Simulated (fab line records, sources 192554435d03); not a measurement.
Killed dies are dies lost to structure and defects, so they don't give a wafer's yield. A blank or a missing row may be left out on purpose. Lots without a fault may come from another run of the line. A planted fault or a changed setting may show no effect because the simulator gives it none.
Problem report in the 8D (eight disciplines) form, filled by code | flow n5_finfet | the parts of the form that need people (team, actions taken, sign-off) are left out

1. THE PROBLEM
spin_speed_rpm at N5_BEOL_M12_COAT_04 reads a mean of 1498.9 rpm on 6 wafers of 2 lots; wafers without a fault read 1625.0 rpm with a standard deviation of 0.92. That is -99 or more standard deviations from the usual mean.
The step: resist thk 400 nm.
First seen on wafer L970.2, day 15 06:25, on litho_track-02. The record holds 30 wafers of 10 lots with a number at this step. Rule for "out", or "out of limits": more than 4 standard deviations from the usual mean. The other wafers with a number count as sound.

2. WHAT IT IS AND WHAT IT IS NOT
question                    | is                     | is not
which readings at this step | spin_speed_rpm         | dispense_pressure_kPa
which lots                  | L967, L970             | L952, L953, L954, L955, L960, L961, L965, L972
which wafers of those lots  | all that have a number | -
read on which tools         | litho_track-02         | litho_track-03, litho_track-05
when                        | from day 15 06:25      | up to then (21 sound wafers); but 3 sound wafers of L972 came after

3. SUSPECTS, AND WHAT RULES EACH OUT
Counting: a tool at a process step up to the reading stays a suspect if it ran every lot that is out and no sound lot after the first of them.
- uv_cure-03 at N5_BEOL_M11_CURE_72 (cures SiCOH lowk, time 120 s): ruled out as a lasting fault. Sound lots L972 ran on it after its first lot that is out, L970 (day 15 03:50).
- pecvd-02 at N5_BEOL_M11_DEP_56 (deposits SiCN from 3MS/NH3, target thk 30 nm, time 10.5 s): kept. It ran every lot that is out, first L970 (day 15 06:07), and no sound lot after that; its last sound lot up to then is L961 (day 13 10:19).
- litho_track-02 at N5_BEOL_M12_COAT_04 (resist thk 400 nm): kept. It ran every lot that is out, first L970 (day 15 06:25), and no sound lot after that; its last sound lot up to then is L961 (day 13 10:37). Its own readings are out on those wafers: spin_speed_rpm.
Left after counting: pecvd-02 at N5_BEOL_M11_DEP_56, litho_track-02 at N5_BEOL_M12_COAT_04.

4. THE CAUSE (what the simulator had put in)
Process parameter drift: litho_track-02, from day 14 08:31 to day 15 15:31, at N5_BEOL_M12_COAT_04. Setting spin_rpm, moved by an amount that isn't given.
Counting left 2 suspects, and this tool is among them.

5. THE CHAIN OF EFFECTS, in route order
Each row: a reading whose mean over the struck wafers that have a number lies more than 3 standard deviations from the usual. Only readings for which the record gives a usual standard deviation are gone through. hours: the time from each lot's start at the first step in this table that gives one to its start at this step, as a median over the lots. sigmas: the change in usual standard deviations.
hours | step                 | reading                  | usual      | on struck wafers | change | sigmas
0     | N5_BEOL_M12_COAT_04  | spin_speed_rpm           | 1625.0 rpm | 1498.9           | -126.1 | -99 or more
1     | N5_BEOL_M12_STRIP_63 | strip_time_to_endpoint_s | 42.5 s     | 46.9             | +4.4   | +5.2
The process steps in it:
- N5_BEOL_M12_COAT_04: resist thk 400 nm.
- N5_BEOL_M12_STRIP_63: strips in N2/H2.

6. WHAT WOULD HAVE CAUGHT IT SOONER
In this record the first reading out of limits was taken at day 15 06:25, 22 hours after the fault began at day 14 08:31.
